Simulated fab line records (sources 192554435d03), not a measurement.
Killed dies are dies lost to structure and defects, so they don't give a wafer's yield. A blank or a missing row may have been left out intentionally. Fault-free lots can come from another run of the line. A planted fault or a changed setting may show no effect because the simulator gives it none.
Split-lot experiment | flow n5_finfet | route with 1938 steps; 7 lots, 21 wafers read

## THE SPLIT ITSELF
At N5_BEOL_M9_ETCH_62 (etches SOC in N2/H2, target depth 110 nm, overetch 22 nm, time 165 s), the setting time_s was moved away from the recipe's 165 s on 8 of the 21 wafers read, by -21.7% to +12.4%. The other wafers ran this setting at the recipe's value.

Reading taken at the split's own step.

## THE READING
SiARC_of_BEOL_M9_COAT_60.thk_nm (the simulator's own value, which no gauge read), in nm, at N5_BEOL_M9_ETCH_62 (etches SOC in N2/H2, target depth 110 nm, overetch 22 nm, time 165 s). No usual value for it is given in the file. Average 23.5 nm, standard deviation 0.23 nm, over the 13 wafers here run with the recipe.

wafer  | tool, chamber at the split | time_s as run, s | against the recipe | SiARC_of_BEOL_M9_COAT_60.thk_nm, nm | against lot-mates on the recipe
L075.2 | rie_diel-04, 3             | 165              | recipe             | 23.6                                | -
L075.3 | rie_diel-04, 2             | 165              | recipe             | 23.4                                | -
L075.6 | rie_diel-04, 3             | 151.4            | -8.2%              | 24                                  | +0.5
L083.1 | rie_diel-01, 3             | 155              | -6.1%              | 24                                  | +0.3
L083.4 | rie_diel-01, 0             | 165              | recipe             | 23.8                                | -
L083.5 | rie_diel-01, 3             | 165              | recipe             | 23.6                                | -
L087.2 | rie_diel-04, 3             | 165              | recipe             | 23.6                                | -
L087.3 | rie_diel-04, 0             | 129.4            | -21.6%             | 25                                  | +1.4
L087.6 | rie_diel-04, 0             | 129.4            | -21.6%             | 25                                  | +1.4
L086.3 | rie_diel-05, 1             | 185.5            | +12.4%             | 22.8                                | -0.8
L086.5 | rie_diel-05, 1             | 185.5            | +12.4%             | 22.8                                | -0.8
L086.6 | rie_diel-05, 0             | 165              | recipe             | 23.6                                | -
L091.2 | rie_diel-04, 3             | 129.2            | -21.7%             | 25                                  | +1.6
L091.3 | rie_diel-04, 2             | 165              | recipe             | 23.2                                | -
L091.5 | rie_diel-04, 0             | 165              | recipe             | 23.6                                | -
L093.2 | rie_diel-04, 2             | 165              | recipe             | 23.2                                | -
L093.5 | rie_diel-04, 3             | 140.7            | -14.7%             | 24.6                                | +1.1
L093.6 | rie_diel-04, 0             | 165              | recipe             | 23.8                                | -
L095.2 | rie_diel-04, 1             | 165              | recipe             | 23                                  | -
L095.3 | rie_diel-04, 3             | 165              | recipe             | 23.6                                | -
L095.6 | rie_diel-04, 3             | 165              | recipe             | 23.6                                | -

THE FIT
A straight line over all 21 wafers: SiARC_of_BEOL_M9_COAT_60.thk_nm changes by -0.0668 nm for each +1% of time_s; r = -0.96; the points scatter about the line by 0.2 nm.
The same after taking each lot's own level away (the mean of its wafers on the recipe; 21 wafers): -0.0674 nm for each +1%; r = -0.97; scatter 0.18 nm.
On that fit, the largest move of time_s shifts the reading by 1.5 nm.
The span of the lots' own levels, 23.40 to 23.70 nm, comes to 1.3 times the standard deviation stated above.
Consequently the slope shifts little with the lot-to-lot level, the two slopes agreeing.
Check: for one of the wafers moved furthest among these (-21.7%), held out of the fit, the line's prediction against its lot-mates is +1.42 nm. Against them it came out at +1.6 nm.

## OTHER SPLITS APPLIED TO THESE WAFERS
Before the reading, these wafers also passed through other splits. Each is held against what the fit with the lots' levels taken away leaves over:
other split on the same wafers | wafers away from the commonest value | r with SiARC_of_BEOL_M9_COAT_60.thk_nm (lot level and that fit taken away)
N5_BEOL_M7_COAT_71 spin_rpm    | 6                                    | +0.13
N5_BEOL_M7_DEP_56 time_s       | 9                                    | -0.12
N5_BEOL_M8_ILD_DEP_00 time_s   | 5                                    | +0.19
N5_BEOL_M9_COAT_05 spin_rpm    | 8                                    | -0.14

## THE FILE'S OWN FIT
SiARC_of_BEOL_M9_COAT_60.thk_nm changes by -0.0687 nm for each +1% of time_s, r = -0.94.
